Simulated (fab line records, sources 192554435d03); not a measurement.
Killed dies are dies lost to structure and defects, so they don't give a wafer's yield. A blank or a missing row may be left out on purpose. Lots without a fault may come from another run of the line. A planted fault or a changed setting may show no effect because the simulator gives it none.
Which tool did it? | flow n5_finfet | 24 lots, 72 wafers sampled, at 4 steps of a route of 1938

WHAT THE GAUGES READ, wafer by wafer
N5_BEOL_M7_RS_MEAS_57: measures by four-point-probe. Usual: M7_RS 0.286 ohm/sq, standard deviation 0.0086.
lot  | measured     | on            | M7_RS (ohm/sq)    | flag
L076 | day 9 06:26  | film_metro-02 | 0.274 0.291 0.296 |
L074 | day 9 08:05  | film_metro-02 | 0.287 0.301 0.282 |
L075 | day 9 23:05  | film_metro-02 | 0.294 0.284 0.282 |
L077 | day 9 23:56  | film_metro-01 | 0.296 0.303 0.290 |
L078 | day 10 04:56 | film_metro-01 | 0.273 0.278 0.277 |
L079 | day 10 14:02 | film_metro-02 | 0.300 0.291 0.288 |
L081 | day 11 00:16 | film_metro-02 | 0.293 0.297 0.296 |
L082 | day 11 01:31 | film_metro-02 | 0.285 0.299 0.287 |
L083 | day 11 08:23 | film_metro-02 | 0.290 0.305 0.304 |
L080 | day 11 09:02 | film_metro-01 | 0.290 0.296 0.301 |
L084 | day 11 15:59 | film_metro-01 | 0.294 0.302 0.290 |
L085 | day 12 03:04 | film_metro-02 | 0.287 0.281 0.293 |
L086 | day 12 16:50 | film_metro-02 | 0.283 0.289 0.280 |
L087 | day 13 01:23 | film_metro-02 | 0.271 0.278 0.276 |
L088 | day 13 04:02 | film_metro-02 | 0.287 0.279 0.279 |
L090 | day 13 07:23 | film_metro-01 | 0.287 0.283 0.274 |
L091 | day 13 12:19 | film_metro-01 | 0.286 0.272 0.287 |
L089 | day 13 19:03 | film_metro-01 | 0.286 0.286 0.283 |
L092 | day 14 00:51 | film_metro-02 | 0.277 0.276 0.290 |
L094 | day 14 02:00 | film_metro-01 | 0.291 0.290 0.291 |
L093 | day 14 04:41 | film_metro-02 | 0.276 0.295 0.277 |
L095 | day 14 12:25 | film_metro-01 | 0.292 0.299 0.286 |
L096 | day 15 00:33 | film_metro-02 | 0.281 0.280 0.283 |
L097 | day 15 08:50 | film_metro-02 | 0.268 0.275 0.280 |

N5_BEOL_M8_OVL_MEAS_29. Usual: V7_OVL -0.2 nm, standard deviation 0.67.
lot  | measured     | on         | V7_OVL (nm)    | flag
L076 | day 9 09:18  | overlay-02 | -0.1 0.2 -1.1  |
L074 | day 9 11:19  | overlay-02 | -0.2 0.0 0.5   |
L075 | day 10 03:26 | overlay-01 | -0.8 -1.2 -0.2 |
L077 | day 10 03:14 | overlay-01 | 1.4 0.4 1.0    |
L078 | day 10 09:45 | overlay-02 | -1.3 -0.9 -0.8 |
L079 | day 10 17:44 | overlay-01 | 0.9 0.6 1.5    |
L081 | day 11 04:22 | overlay-01 | -0.5 -0.4 -1.3 |
L082 | day 11 04:50 | overlay-02 | -0.3 -0.5 0.7  |
L083 | day 11 12:08 | overlay-01 | 0.1 0.6 -0.3   |
L080 | day 11 14:16 | overlay-02 | -0.3 -0.6 -0.8 |
L084 | day 11 20:36 | overlay-02 | 0.0 0.5 0.1    |
L085 | day 12 06:25 | overlay-01 | 0.2 -1.0 -0.7  |
L086 | day 12 19:50 | overlay-01 | 0.5 0.1 1.6    |
L087 | day 13 04:01 | overlay-01 | -0.4 -0.3 -1.4 |
L088 | day 13 07:50 | overlay-02 | -0.3 -1.5 -0.4 |
L090 | day 13 11:58 | overlay-02 | -0.6 0.0 1.2   |
L091 | day 13 15:44 | overlay-01 | -0.2 0.3 -0.3  |
L089 | day 13 22:05 | overlay-01 | -0.1 -0.8 0.2  |
L092 | day 14 03:44 | overlay-02 | -0.1 0.1 -0.8  |
L094 | day 14 05:11 | overlay-02 | 1.1 -0.2 0.2   |
L093 | day 14 08:01 | overlay-01 | 0.1 0.3 0.7    |
L095 | day 14 15:14 | overlay-01 | -0.5 -0.1 -0.1 |
L096 | day 15 08:05 | overlay-01 | -0.9 -0.1 -0.9 |
L097 | day 15 14:47 | overlay-02 | -2.3 -0.6 -0.4 |

WHICH TOOL RAN EACH LOT (tool, then ch and the chambers of the sampled wafers, then the start)
lot  | N5_BEOL_M7_DEGAS_44          | N5_BEOL_M7_ANNEAL_51
L076 | pvd_sputter-02, day 9 01:49  | rtp_anneal-02 ch 0, day 9 05:43
L074 | pvd_sputter-02, day 9 02:19  | rtp_anneal-02 ch 0, day 9 07:23
L075 | pvd_sputter-02, day 9 17:52  | rtp_anneal-02 ch 0, day 9 22:28
L077 | pvd_sputter-01, day 9 18:46  | rtp_anneal-02 ch 0, day 9 23:11
L078 | pvd_sputter-01, day 10 00:33 | rtp_anneal-02 ch 0, day 10 04:19
L079 | pvd_sputter-01, day 10 12:22 | rtp_anneal-02 ch 0, day 10 13:17
L081 | pvd_sputter-01, day 10 21:56 | rtp_anneal-02 ch 0, day 10 23:33
L082 | pvd_sputter-02, day 10 23:36 | rtp_anneal-02 ch 0, day 11 00:55
L083 | pvd_sputter-01, day 11 06:48 | rtp_anneal-01 ch 0, day 11 07:40
L080 | pvd_sputter-01, day 11 07:00 | rtp_anneal-01 ch 0, day 11 08:19
L084 | pvd_sputter-01, day 11 12:50 | rtp_anneal-01 ch 0, day 11 15:22
L085 | pvd_sputter-03, day 12 00:33 | rtp_anneal-02 ch 0, day 12 02:20
L086 | pvd_sputter-02, day 12 14:41 | rtp_anneal-01 ch 0, day 12 16:07
L087 | pvd_sputter-03, day 12 23:34 | rtp_anneal-01 ch 0, day 13 00:40
L088 | pvd_sputter-02, day 13 02:25 | rtp_anneal-02 ch 0, day 13 03:19
L090 | pvd_sputter-03, day 13 05:34 | rtp_anneal-01 ch 0, day 13 06:44
L091 | pvd_sputter-02, day 13 10:19 | rtp_anneal-02 ch 0, day 13 11:25
L089 | pvd_sputter-02, day 13 16:51 | rtp_anneal-02 ch 0, day 13 18:23
L092 | pvd_sputter-02, day 13 23:06 | rtp_anneal-02 ch 0, day 14 00:10
L094 | pvd_sputter-03, day 14 00:25 | rtp_anneal-02 ch 0, day 14 01:17
L093 | pvd_sputter-02, day 14 02:29 | rtp_anneal-01 ch 0, day 14 03:57
L095 | pvd_sputter-03, day 14 09:53 | rtp_anneal-01 ch 0, day 14 11:33
L096 | pvd_sputter-02, day 14 22:38 | rtp_anneal-02 ch 0, day 14 23:55
L097 | pvd_sputter-02, day 15 04:34 | rtp_anneal-02 ch 0, day 15 07:37
- N5_BEOL_M7_DEGAS_44: time 60 s.
- N5_BEOL_M7_ANNEAL_51: time 90 s.

WHAT THE TOOLS THEMSELVES READ (means of the sampled wafers that have a number; where no wafer has one, the mark that the record gives instead)
N5_BEOL_M7_DEGAS_44. Usual: heater_power_w 330 W, standard deviation 23.
lot  | tool           | heater_power_w (W) | flag
L076 | pvd_sputter-02 | 327                |
L074 | pvd_sputter-02 | 336                |
L075 | pvd_sputter-02 | 330                |
L077 | pvd_sputter-01 | 325                |
L078 | pvd_sputter-01 | 340                |
L079 | pvd_sputter-01 | 341                |
L081 | pvd_sputter-01 | 339                |
L082 | pvd_sputter-02 | 335                |
L083 | pvd_sputter-01 | 325                |
L080 | pvd_sputter-01 | 334                |
L084 | pvd_sputter-01 | 341                |
L085 | pvd_sputter-03 | 320                |
L086 | pvd_sputter-02 | 315                |
L087 | pvd_sputter-03 | 355                |
L088 | pvd_sputter-02 | 326                |
L090 | pvd_sputter-03 | 347                |
L091 | pvd_sputter-02 | 336                |
L089 | pvd_sputter-02 | 319                |
L092 | pvd_sputter-02 | 327                |
L094 | pvd_sputter-03 | 350                |
L093 | pvd_sputter-02 | 317                |
L095 | pvd_sputter-03 | 321                |
L096 | pvd_sputter-02 | 332                |
L097 | pvd_sputter-02 | 317                |

N5_BEOL_M7_ANNEAL_51. Usual: wafer_temp_C_max 225.74, standard deviation 0.19.
lot  | tool          | wafer_temp_C_max | flag
L076 | rtp_anneal-02 | 225.83           |
L074 | rtp_anneal-02 | 225.72           |
L075 | rtp_anneal-02 | 225.47           |
L077 | rtp_anneal-02 | 225.84           |
L078 | rtp_anneal-02 | 225.71           |
L079 | rtp_anneal-02 | 225.57           |
L081 | rtp_anneal-02 | 225.61           |
L082 | rtp_anneal-02 | 225.79           |
L083 | rtp_anneal-01 | 225.64           |
L080 | rtp_anneal-01 | 225.57           |
L084 | rtp_anneal-01 | 225.71           |
L085 | rtp_anneal-02 | 225.97           |
L086 | rtp_anneal-01 | 225.78           |
L087 | rtp_anneal-01 | 225.74           |
L088 | rtp_anneal-02 | 225.62           |
L090 | rtp_anneal-01 | 225.82           |
L091 | rtp_anneal-02 | 225.71           |
L089 | rtp_anneal-02 | 225.72           |
L092 | rtp_anneal-02 | 225.75           |
L094 | rtp_anneal-02 | 225.68           |
L093 | rtp_anneal-01 | 225.74           |
L095 | rtp_anneal-01 | 225.98           |
L096 | rtp_anneal-02 | 225.74           |
L097 | rtp_anneal-02 | 225.88           |

THE ANSWER, worked out from the rows above alone
Rule: a lot is off if the mean of its wafers that have a number lies more than 3 standard deviations from the usual mean. A lot without any number at a reading at which 4 lots or more have one is off too. The other lots that the step has rows for count as sound. The gauges are gone through in route order, then the tools' own readings, and for those a lot's mean is taken as printed above. The first step at which some lot is off is used, and at that step the reading that is off furthest; a lot without a number counts as furthest.
No lot is off at any reading shown: from this, nothing can be told.

WHAT THE SIMULATOR HAD PUT IN
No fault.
